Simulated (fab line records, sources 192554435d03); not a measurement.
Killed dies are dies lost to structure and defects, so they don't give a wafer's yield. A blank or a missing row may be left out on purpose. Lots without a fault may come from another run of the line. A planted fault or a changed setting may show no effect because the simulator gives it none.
Split-lot experiment | flow n5_finfet | 7 lots, 39 wafers read, on a route of 1938 steps

THE SPLIT
At N5_WELL_APT_IMPLANT_14, the setting energy_kev was moved away from the recipe's 160 on 9 of the 39 wafers read, by -11.2% to +7.6%. The other wafers ran this setting at the recipe's value.

The reading is taken at the split's own step.

THE READING
implant.drp_nm (the simulator's own value, which no gauge read), in nm, at N5_WELL_APT_IMPLANT_14. The file gives no usual value for it.

wafer  | tool, chamber at the split | energy_kev as run | against the recipe | implant.drp_nm, nm | against lot-mates on the recipe
L075.3 | implanter-02, 0            | 160               | recipe             | 65.9               | -
L075.5 | implanter-02, 0            | 160               | recipe             | 65.9               | -
L075.6 | implanter-02, 0            | 160               | recipe             | 65.9               | -
L076.1 | implanter-01, 0            | 160               | recipe             | 65.9               | -
L076.2 | implanter-01, 0            | 160               | recipe             | 65.9               | -
L076.3 | implanter-01, 0            | 160               | recipe             | 65.9               | -
L076.4 | implanter-01, 0            | 160               | recipe             | 65.9               | -
L076.5 | implanter-01, 0            | 160               | recipe             | 65.9               | -
L076.6 | implanter-01, 0            | 160               | recipe             | 65.9               | -
L088.1 | implanter-02, 0            | 160               | recipe             | 65.9               | -
L088.2 | implanter-02, 0            | 160               | recipe             | 65.9               | -
L088.4 | implanter-02, 0            | 160               | recipe             | 65.9               | -
L088.3 | implanter-02, 0            | 172.2             | +7.6%              | 69.56              | +3.66
L088.5 | implanter-02, 0            | 172.2             | +7.6%              | 69.56              | +3.66
L088.6 | implanter-02, 0            | 172.2             | +7.6%              | 69.56              | +3.66
L091.1 | implanter-02, 0            | 160               | recipe             | 65.9               | -
L091.2 | implanter-02, 0            | 160               | recipe             | 65.9               | -
L091.3 | implanter-02, 0            | 160               | recipe             | 65.9               | -
L091.4 | implanter-02, 0            | 160               | recipe             | 65.9               | -
L091.5 | implanter-02, 0            | 160               | recipe             | 65.9               | -
L091.6 | implanter-02, 0            | 160               | recipe             | 65.9               | -
L093.1 | implanter-02, 0            | 160               | recipe             | 65.9               | -
L093.2 | implanter-02, 0            | 160               | recipe             | 65.9               | -
L093.3 | implanter-02, 0            | 160               | recipe             | 65.9               | -
L093.4 | implanter-02, 0            | 160               | recipe             | 65.9               | -
L093.5 | implanter-02, 0            | 160               | recipe             | 65.9               | -
L093.6 | implanter-02, 0            | 160               | recipe             | 65.9               | -
L094.1 | implanter-01, 0            | 160               | recipe             | 65.9               | -
L094.2 | implanter-01, 0            | 160               | recipe             | 65.9               | -
L094.5 | implanter-01, 0            | 160               | recipe             | 65.9               | -
L094.3 | implanter-01, 0            | 153.4             | -4.1%              | 63.87              | -2.03
L094.4 | implanter-01, 0            | 153.4             | -4.1%              | 63.87              | -2.03
L094.6 | implanter-01, 0            | 153.4             | -4.1%              | 63.87              | -2.03
L095.1 | implanter-01, 0            | 160               | recipe             | 65.9               | -
L095.2 | implanter-01, 0            | 160               | recipe             | 65.9               | -
L095.4 | implanter-01, 0            | 160               | recipe             | 65.9               | -
L095.3 | implanter-01, 0            | 142.1             | -11.2%             | 60.2               | -5.70
L095.5 | implanter-01, 0            | 142.1             | -11.2%             | 60.2               | -5.70
L095.6 | implanter-01, 0            | 142.1             | -11.2%             | 60.2               | -5.70

THE FIT
A straight line over all 39 wafers: implant.drp_nm changes by +0.499 nm for each +1% of energy_kev; r = +1.00; the points scatter about the line by 0.05 nm.
The same after taking each lot's own level away (the mean of its wafers on the recipe; 39 wafers): +0.499 nm for each +1%; r = +1.00; scatter 0.05 nm.
On that fit, the largest move of energy_kev shifts the reading by 5.6 nm.
The lots' own levels span 65.900 to 65.900 nm.
So the lot-to-lot level changes the slope little: the two slopes agree.
Check: with one of the wafers moved furthest among these (-11.2%) left out of the fit, the line predicts -5.57 nm for it against its lot-mates. It came out at -5.7 nm against them.

THE WHOLE CHAIN: every reading that the file lists as answering this split, in the file's order
step                   | what it does | reading                                                         | change (the file's fit)              | r (the file's)
N5_WELL_APT_IMPLANT_14 |              | implant.rp_nm (the simulator's own value, which no gauge read)  | +2.15 nm for each +1% of the setting | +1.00
N5_WELL_APT_IMPLANT_14 |              | implant.drp_nm (the simulator's own value, which no gauge read) | +0.5 nm for each +1% of the setting  | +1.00

THE FILE'S OWN FIT
implant.drp_nm changes by +0.5 nm for each +1% of energy_kev, r = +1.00.
